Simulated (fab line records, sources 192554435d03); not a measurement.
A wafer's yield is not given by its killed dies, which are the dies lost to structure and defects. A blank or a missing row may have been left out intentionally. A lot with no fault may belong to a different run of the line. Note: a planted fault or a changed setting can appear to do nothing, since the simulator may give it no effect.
fab line records	flow n5-finfet	part 2 of 2: steps 20 to 31 of 31
record lots=5	wafers=15	last-day=16
route steps=1938 shown BEOL_M10@1499
lots that met no fault: from a run of the same line without faults
start-h: the number of hours between the record's first day and the start of the first shown wafer of the lot	wait-h: how many hours have passed since the lot's step before this one	" unchanged from the row above	L1.1+2: a row that stands for several wafers	- value missing, or start not given	* or withheld: withheld	< > ~ a bound
route shown NAME@n: a module of which the file shows steps, and the number in the route of the first	usual: mean/standard deviation of fault-free wafers	same: alike in all rows	chamber/n: place in a boat	sites: the reading at each site	_std_site: how widely they spread, as a standard deviation	_edge_site: outer sites' mean less inner sites'	radius-mm: for every site, how far away it sits from the centre of the wafer	mask NAME#n: copy n	behind: the most recent tool/chamber to have shaped the wafer	hold: reason for holding the lot/hours on hold/outcome of the hold	device: whichever transistor did not switch (one of n, p or np)	end of line: the same wafers' tests at the end of the route	where a step has no rows: the recipe by itself	killed: the dies lost at the first sort to structure and to defects; this is not the yield of the wafer	map: shows each die of a wafer: x if killed, . if not, _ if none is there
set.NAME: setting as actually run; set.NAME@STEP: the setting as run at that earlier step	model.NAME: the simulator's own value behind a step, which no gauge read
lots at selected steps of the route; one table per step, one row per wafer
services: when a tool's chamber went out of use (start-h, in hours from the record's first day, below 0 if earlier), for how many hours, and the reason
## steps
# step N5_BEOL_M10_PRECLEAN_42
# recipe chemistry=residue-remover	time-s=60	temp-c=40
lot.wafer	tool	chamber	start-h	wait-h
L076.1+3+5	wet-bench-02	2,1,5	223.78	0.0
L089.3+4+6	wet-bench-02	0,1,5	298.27	0.0
L090.1+3+5	wet-bench-04	4,0,1	313.80	0.0
L095.2+4+5	wet-bench-04	4,7,0	342.92	0.0
L094.1+4+6	wet-bench-04	2,7,3	345.55	0.0
# step N5_BEOL_M10_SRD_43
# recipe time-s=30	temp-c=23	rinse-liquid=diw	dry=ipa-marangoni
lot.wafer	tool	chamber	start-h	wait-h
L076.1+3+5	wet-bench-02	2,1,5	223.79	0.0
L089.3+4+6	wet-bench-02	0,1,5	298.29	0.0
L090.1+3+5	wet-bench-04	4,0,1	313.82	0.0
L095.2+4+5	wet-bench-04	4,7,0	342.94	0.0
L094.1+4+6	wet-bench-04	2,7,3	345.57	0.0
# step N5_BEOL_M10_CD_MEAS_35
# recipe target-cd-nm=70	polarity=opening
# usual cd-nm=70.5/0.83
lot.wafer	tool	chamber	start-h	wait-h	cd-nm
L076.1	cd-sem-01	-	223.83	0.0	71.8
L076.3	"	-	"	"	71.0
L076.5	"	-	"	"	70.6
L089.3	cd-sem-02	-	298.33	0.0	70.3
L089.4	"	-	"	"	69.9
L089.6	"	-	"	"	70.1
L090.1	cd-sem-03	-	313.86	0.0	70.1
L090.3	"	-	"	"	70.5
L090.5	"	-	"	"	69.8
L095.2	cd-sem-03	-	342.98	0.0	70.1
L095.4	"	-	"	"	70.7
L095.5	"	-	"	"	68.9
L094.1	cd-sem-03	-	345.61	0.0	70.6
L094.4	"	-	"	"	69.9
L094.6	"	-	"	"	71.3
# step N5_BEOL_M10_CURE_72
# recipe temp-c=370	time-s=120	ambient=DMADMS/He	material=SiCOH_lowk
# usual lamp-power-pct=52.31/0.06	wafer_temp_C_max=371.8/0.71
lot.wafer	tool	chamber	start-h	wait-h	lamp-power-pct	wafer_temp_C_max
L076.1	uv-cure-02	2	223.89	0.1	52.31	372.0
L076.3	"	2	"	"	52.22	371.9
L076.5	"	2	"	"	52.22	372.1
L089.3	uv-cure-03	1	298.47	0.1	52.30	371.4
L089.4	"	1	"	"	52.25	371.4
L089.6	"	1	"	"	52.31	371.5
L090.1	uv-cure-02	1	313.90	0.0	52.22	371.3
L090.3	"	1	"	"	52.33	371.5
L090.5	"	1	"	"	52.30	371.5
L095.2	uv-cure-01	1	343.08	0.1	52.40	370.7
L095.4	"	1	"	"	52.21	372.0
L095.5	"	1	"	"	52.35	371.4
L094.1	uv-cure-01	1	345.65	0.0	52.26	371.3
L094.4	"	1	"	"	52.36	371.4
L094.6	"	1	"	"	52.48	371.5
# step N5_BEOL_M10_DEGAS_44
# recipe ambient=vacuum	temp-c=250	time-s=60
# usual heater-power-w=335/34
lot.wafer	tool	chamber	start-h	wait-h	heater-power-w
L076.1	pvd-sputter-02	-	224.36	0.4	319
L076.3	"	-	"	"	381
L076.5	"	-	"	"	321
L089.3	pvd-sputter-02	-	300.46	1.9	276
L089.4	"	-	"	"	392
L089.6	"	-	"	"	383
L090.1	pvd-sputter-02	-	314.23	0.3	278
L090.3	"	-	"	"	349
L090.5	"	-	"	"	276
L095.2	pvd-sputter-01	-	343.38	0.3	369
L095.4	"	-	"	"	305
L095.5	"	-	"	"	351
L094.1	pvd-sputter-02	-	346.04	0.3	276
L094.4	"	-	"	"	341
L094.6	"	-	"	"	386
# step N5_BEOL_M10_PRE_CLEAN_45
# recipe gas=H2/He	time-s=30	temp-c=250
# usual heater-power-w=336/35
lot.wafer	tool	chamber	start-h	wait-h	heater-power-w
L076.1	pvd-sputter-02	-	224.40	0.0	323
L076.3	"	-	"	"	387
L076.5	"	-	"	"	326
L089.3	pvd-sputter-02	-	300.50	0.0	279
L089.4	"	-	"	"	383
L089.6	"	-	"	"	389
L090.1	pvd-sputter-02	-	314.27	0.0	280
L090.3	"	-	"	"	349
L090.5	"	-	"	"	279
L095.2	pvd-sputter-01	-	343.42	0.0	368
L095.4	"	-	"	"	314
L095.5	"	-	"	"	358
L094.1	pvd-sputter-02	-	346.08	0.0	283
L094.4	"	-	"	"	352
L094.6	"	-	"	"	397
# step N5_BEOL_M10_ALD_74
# recipe material=TaN	target-thk-a=20	temp-c=275	ald-precursor-family=PDMAT	ald-co-reactant=NH3	pressure-torr=3	carrier-flow-sccm=1500	pulse-time-s=2	purge-time-s=3	co-reactant-purge-time-s=2	co-reactant-pulse-time-s=3	ald-cycles=40	precursor-vessel-temp-c=75	precursor-vessel-pressure-torr=26.25	precursor-vessel-carrier-sccm=1000
# usual heater-power-w=416/30
lot.wafer	tool	chamber	start-h	wait-h	heater-power-w
L076.1	ald-metal-01	3	224.50	0.1	374
L076.3	"	0	"	"	435
L076.5	"	0	"	"	449
L089.3	ald-metal-01	0	300.56	0.0	453
L089.4	"	2	"	"	400
L089.6	"	0	"	"	439
L090.1	ald-metal-02	0	314.33	0.0	394
L090.3	"	3	"	"	390
L090.5	"	1	"	"	463
L095.2	ald-metal-03	1	343.71	0.3	456
L095.4	"	2	"	"	428
L095.5	"	2	"	"	426
L094.1	ald-metal-02	0	346.14	0.0	393
L094.4	"	3	"	"	395
L094.6	"	0	"	"	393
# step N5_BEOL_M10_SURFACE_TREAT_76
# recipe gas=Ar	time-s=*	ion-energy-ev=*	ion-current-ma-cm2=0.5	pressure-mtorr=*	ar-flow-sccm=30
# usual throttle-valve-pct=*
lot.wafer	tool	chamber	start-h	wait-h	throttle-valve-pct
L076.1	pvd-sputter-01	-	224.81	0.2	*
L076.3	"	-	"	"	*
L076.5	"	-	"	"	*
L089.3	pvd-sputter-02	-	300.94	0.2	*
L089.4	"	-	"	"	*
L089.6	"	-	"	"	*
L090.1	pvd-sputter-01	-	314.66	0.2	*
L090.3	"	-	"	"	*
L090.5	"	-	"	"	*
L095.2	pvd-sputter-01	-	345.38	1.5	*
L095.4	"	-	"	"	*
L095.5	"	-	"	"	*
L094.1	pvd-sputter-03	-	346.50	0.2	*
L094.4	"	-	"	"	*
L094.6	"	-	"	"	*
# step N5_BEOL_M10_CVD_75
# recipe material=Co	target-thk-a=20	temp-c=withheld	precursor=CCTBA/H2	pressure-torr=30	time-s=138.9
lot.wafer	tool	chamber	start-h	wait-h
L076.1+3+5	cvd-co-01	1,2,1	224.88	0.0
L089.3+4+6	cvd-co-02	2,2,0	301.12	0.2
L090.1+3+5	cvd-co-01	1,0,0	314.75	0.1
L095.2+4+5	cvd-co-01	2,0,0	345.46	0.1
L094.1+4+6	cvd-co-01	2,0,2	346.58	0.1
# step N5_BEOL_M10_SPUTTER_48
# recipe material=Cu	target-thk-a=120	temp-c=-20	bias-v=60	power-w=26000	chamber-pressure-pa=0.13	time-s=2
# usual chuck-sensor-temp-C=-16.1/0.48	throttle-valve-pct=29.8/0.77
lot.wafer	tool	chamber	start-h	wait-h	chuck-sensor-temp-C	throttle-valve-pct
L076.1	pvd-sputter-02	-	225.00	0.1	-16.2	30.7
L076.3	"	-	"	"	-17.0	29.5
L076.5	"	-	"	"	-16.2	30.8
L089.3	pvd-sputter-02	-	301.48	0.3	-16.2	29.4
L089.4	"	-	"	"	-16.3	31.1
L089.6	"	-	"	"	-16.1	30.9
L090.1	pvd-sputter-03	-	316.71	1.9	-15.5	29.8
L090.3	"	-	"	"	-16.6	30.8
L090.5	"	-	"	"	-15.9	29.1
L095.2	pvd-sputter-02	-	345.66	0.2	-16.1	29.4
L095.4	"	-	"	"	-16.2	31.1
L095.5	"	-	"	"	-16.2	29.6
L094.1	pvd-sputter-03	-	346.74	0.1	-15.6	30.1
L094.4	"	-	"	"	-15.6	29.9
L094.6	"	-	"	"	-16.5	30.8
# step N5_BEOL_M10_ECD_50
# recipe material=Cu	target-thk-a=3180
lot.wafer	tool	chamber	start-h	wait-h
L076.1+3+5	ecd-cu-02	0,0,1	225.11	0.1
L089.3+4+6	ecd-cu-02	0,1,1	301.67	0.1
L090.1+3+5	ecd-cu-02	0	316.82	0.1
L095.2+4+5	ecd-cu-02	1,1,0	345.78	0.1
L094.1+4+6	ecd-cu-01	0,0,1	346.86	0.1
# step N5_BEOL_M10_ANNEAL_51
# recipe temp-c=225	time-s=90	ambient=N2
# usual wafer_temp_C_max=226.05/0.26
lot.wafer	tool	chamber	start-h	wait-h	wafer_temp_C_max
L076.1	rtp-anneal-02	0	225.36	0.2	226.05
L076.3	"	0	"	"	226.28
L076.5	"	0	"	"	226.17
L089.3	rtp-anneal-01	0	302.04	0.3	225.93
L089.4	"	0	"	"	226.07
L089.6	"	0	"	"	226.13
L090.1	rtp-anneal-02	0	317.23	0.4	226.16
L090.3	"	0	"	"	226.09
L090.5	"	0	"	"	226.34
L095.2	rtp-anneal-02	0	346.31	0.5	226.01
L095.4	"	0	"	"	225.94
L095.5	"	0	"	"	225.91
L094.1	rtp-anneal-02	0	347.61	0.7	226.15
L094.4	"	0	"	"	225.87
L094.6	"	0	"	"	226.43
## services
tool	chamber	start-h	hours	kind
wet-bench-04	-	202.57	1.2	repair
ald-metal-02	0	206.22	49.9	repair
rie-diel-06	0	207.22	4.4	repair
arfi-scanner-02	-	214.37	0.8	pm
rie-diel-04	2	217.90	5.7	repair
cvd-co-01	0	233.88	3.6	repair
ald-metal-02	-	244.36	2.8	pm
rie-diel-06	3	245.02	16.7	repair
arfi-scanner-02	-	248.51	1.0	pm
pvd-sputter-01	-	252.79	1.5	repair
cvd-co-01	0	258.49	3.1	repair
arfi-scanner-01	-	276.38	0.8	pm
uv-cure-02	-	277.68	1.0	pm
arfi-scanner-01	-	278.66	1.3	pm
arfi-scanner-02	-	284.55	1.3	pm
rie-diel-06	2	302.78	3.3	repair
arfi-scanner-02	-	303.71	11.7	repair
rie-diel-04	3	307.04	5.2	repair
ecd-cu-02	-	308.98	3.7	repair
arfi-scanner-01	-	310.11	1.0	repair
arfi-scanner-02	-	319.19	3.1	pm
rie-diel-04	1	324.53	5.2	repair
ald-metal-01	-	332.13	1.9	repair
wet-bench-02	-	337.91	2.9	repair
